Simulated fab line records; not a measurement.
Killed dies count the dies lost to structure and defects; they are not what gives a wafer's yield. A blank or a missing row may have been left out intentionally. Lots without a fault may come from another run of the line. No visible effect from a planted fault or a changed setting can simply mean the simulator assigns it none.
Which tool did it? ; flow n5-finfet ; Sampling: 23 lots, 69 wafers, 3 of 1938 route steps

## WHAT THE GAUGES SHOWED, per wafer
N5_MOL_CONTACT_COAG_CD_MEAS_137 targets a cd of 16 nm. Usual: cd-nm reads 15.9 nm (standard deviation 0.32).
lot;measured;on;cd-nm (nm);flag
L074;day 5 08:36;cd-sem-01;15.7 15.8 15.9;
L075;day 5 14:55;cd-sem-01;16.1 15.5 16.0;
L076;day 5 16:08;cd-sem-03;16.3 16.0 16.1;
L077;day 5 21:26;cd-sem-01;15.9 15.9 15.9;
L078;day 6 02:07;cd-sem-03;15.9 16.2 15.7;
L079;day 6 08:56;cd-sem-02;16.1 15.6 15.9;
L080;day 6 12:54;cd-sem-03;15.8 16.0 15.8;
L081;day 6 22:37;cd-sem-01;15.3 16.1 16.0;
L082;day 7 06:22;cd-sem-02;15.6 15.6 15.7;
L083;day 7 09:52;cd-sem-01;15.7 15.7 16.1;
L084;day 7 20:33;cd-sem-03;15.9 15.8 15.6;
L085;day 7 21:17;cd-sem-03;15.9 16.0 16.0;
L087;day 8 14:57;cd-sem-03;15.9 16.7 16.1;
L088;day 8 18:25;cd-sem-03;16.1 16.2 15.9;
L089;day 8 20:34;cd-sem-02;15.7 16.1 15.6;
L090;day 9 01:19;cd-sem-01;15.5 15.7 15.7;
L091;day 9 09:37;cd-sem-03;15.9 16.1 16.0;
L092;day 9 19:04;cd-sem-03;16.2 16.2 15.9;
L093;day 10 00:17;cd-sem-03;15.4 15.8 15.6;
L094;day 10 06:23;cd-sem-03;15.7 16.1 15.6;
L095;day 10 08:07;cd-sem-01;15.4 16.5 16.3;
L096;day 10 20:49;cd-sem-01;15.8 15.5 15.5;
L097;day 10 21:43;cd-sem-03;15.7 15.4 16.4;

N5_BEOL_M0_SAQP_THK_MEAS_05. Usual: thk-nm reads 60.0 nm (standard deviation 0.68).
lot;measured;on;thk-nm (nm);flag
L074;day 5 16:25;film-metro-01;59.7 59.5 60.3;
L075;day 5 22:08;film-metro-01;60.2 60.7 60.4;
L076;day 6 00:38;film-metro-02;59.4 60.0 60.4;
L077;day 6 04:04;film-metro-02;60.2 60.0 60.6;
L078;day 6 08:03;film-metro-02;59.8 60.4 60.6;
L079;day 6 16:16;film-metro-02;60.4 61.7 60.9;
L080;day 6 19:42;film-metro-01;59.4 60.4 60.6;
L081;day 7 05:35;film-metro-02;60.0 61.6 59.9;
L082;day 7 12:50;film-metro-01;59.1 60.2 59.5;
L083;day 7 16:11;film-metro-02;59.7 60.8 61.0;
L084;day 8 07:01;film-metro-02;59.9 60.4 59.6;
L085;day 8 08:01;film-metro-02;59.7 61.0 61.0;
L087;day 9 00:37;film-metro-02;59.5 58.6 59.8;
L088;day 9 01:32;film-metro-01;57.9 60.2 59.3;
L089;day 9 05:44;film-metro-02;58.4 60.6 59.8;
L090;day 9 09:16;film-metro-02;59.7 59.7 60.5;
L091;day 9 17:33;film-metro-01;60.7 59.8 60.0;
L092;day 10 01:58;film-metro-01;59.5 60.1 60.0;
L093;day 10 06:07;film-metro-01;59.3 60.4 60.3;
L094;day 10 13:10;film-metro-02;59.2 58.6 60.0;
L095;day 10 16:29;film-metro-01;59.9 59.6 60.7;
L096;day 11 03:22;film-metro-01;60.3 59.2 60.7;
L097;day 11 06:11;film-metro-02;58.8 59.9 60.0;

## TOOL THAT RAN EACH LOT (tool first, then ch and the chambers of the sampled wafers, then the start)
lot;N5_MOL_CONTACT_COAG_ETCHBACK_136
L074;rie-diel-04 ch 0,2,3, day 5 10:01
L075;rie-diel-05 ch 0,3, day 5 16:02
L076;rie-diel-04 ch 2,3, day 5 17:01
L077;rie-diel-05 ch 2,3, day 5 22:19
L078;rie-diel-04 ch 1,3, day 6 02:59
L079;rie-diel-05 ch 1,2,3, day 6 10:42
L080;rie-diel-06 ch 1,2, day 6 14:00
L081;rie-diel-04 ch 0,1,2, day 6 23:38
L082;rie-diel-06 ch 0,1,2, day 7 07:27
L083;rie-diel-05 ch 1,2, day 7 10:52
L084;rie-diel-04 ch 0,1, day 7 21:31
L085;rie-diel-04 ch 0,2,3, day 7 22:13
L087;rie-diel-05 ch 0,1,3, day 8 16:23
L088;rie-diel-04 ch 1,2,3, day 8 19:26
L089;rie-diel-04 ch 1,2, day 8 21:26
L090;rie-diel-04 ch 1,2, day 9 02:11
L091;rie-diel-04 ch 0,2,3, day 9 10:35
L092;rie-diel-04 ch 1,2,3, day 9 19:57
L093;rie-diel-06 ch 0,1,3, day 10 01:10
L094;rie-diel-04 ch 0,1,3, day 10 07:28
L095;rie-diel-04 ch 0,1, day 10 09:08
L096;rie-diel-06 ch 1,2, day 10 21:58
L097;rie-diel-06 ch 1,2, day 10 22:49
- N5_MOL_CONTACT_COAG_ETCHBACK_136: etches SiO2 in CHF3, target depth 25 nm, time 16.7 s.

## AS READ BY THE TOOLS THEMSELVES (means over the sampled wafers that have a number; for cases with no such wafer, the mark the record gives instead)
N5_MOL_CONTACT_COAG_ETCHBACK_136. Usual: drypump-motor-current-A 5.8 A, standard deviation 0.33; oes-product-au 0.82 a.u., standard deviation 0.089; rf-vpp-V 527 V, standard deviation 5.1; showerhead-plenum-p-Torr 2.41 Torr, standard deviation 0.066; throttle-valve-pct 18.58 %, standard deviation 0.23.
lot;tool;drypump-motor-current-A (A);oes-product-au (a.u.);rf-vpp-V (V);showerhead-plenum-p-Torr (Torr);throttle-valve-pct (%);flag
L074;rie-diel-04;5.6;0.82;531;2.43;18.71;
L075;rie-diel-05;5.6;0.68;523;2.32;18.92;
L076;rie-diel-04;5.8;0.79;529;2.42;18.79;
L077;rie-diel-05;5.9;0.78;527;2.38;18.60;
L078;rie-diel-04;5.7;0.76;528;2.44;18.58;
L079;rie-diel-05;5.8;0.79;527;2.42;18.47;
L080;rie-diel-06;6.2;0.84;525;2.44;18.63;
L081;rie-diel-04;5.8;0.87;531;2.42;18.59;
L082;rie-diel-06;6.0;0.79;521;2.39;18.62;
L083;rie-diel-05;5.7;0.82;528;2.47;18.37;
L084;rie-diel-04;5.8;0.87;533;2.42;18.42;
L085;rie-diel-04;5.6;0.89;531;2.42;18.60;
L087;rie-diel-05;5.5;0.77;528;2.45;18.70;
L088;rie-diel-04;5.8;0.88;527;2.42;18.51;
L089;rie-diel-04;6.0;0.85;527;2.41;18.52;
L090;rie-diel-04;6.0;0.84;528;2.41;18.52;
L091;rie-diel-04;5.6;0.86;531;2.42;18.61;
L092;rie-diel-04;5.9;0.85;527;2.42;18.52;
L093;rie-diel-06;6.3;0.75;521;2.37;18.54;
L094;rie-diel-04;5.7;0.87;530;2.42;18.44;
L095;rie-diel-04;5.6;0.84;534;2.42;18.55;
L096;rie-diel-06;5.9;0.77;522;2.35;18.74;
L097;rie-diel-06;5.9;0.78;523;2.35;18.74;

## THE ANSWER, worked out from the rows above alone
Rule: take the mean of a lot's wafers that have a number; if it is more than 3 standard deviations from the usual mean, the lot is off. A lot without any number at a reading at which 4 lots or more have one is off too. Where the step has rows for the other lots, those lots are counted as sound. After the gauges, taken in route order, come the tools' own readings; for these a lot's mean is taken, as printed above. The first step at which some lot is off is used, and at that step the reading that is off furthest; a lot without a number counts as furthest.
Nothing can be told from this: no lot is off at any reading shown.

## WHAT THE SIMULATOR HAD PUT IN
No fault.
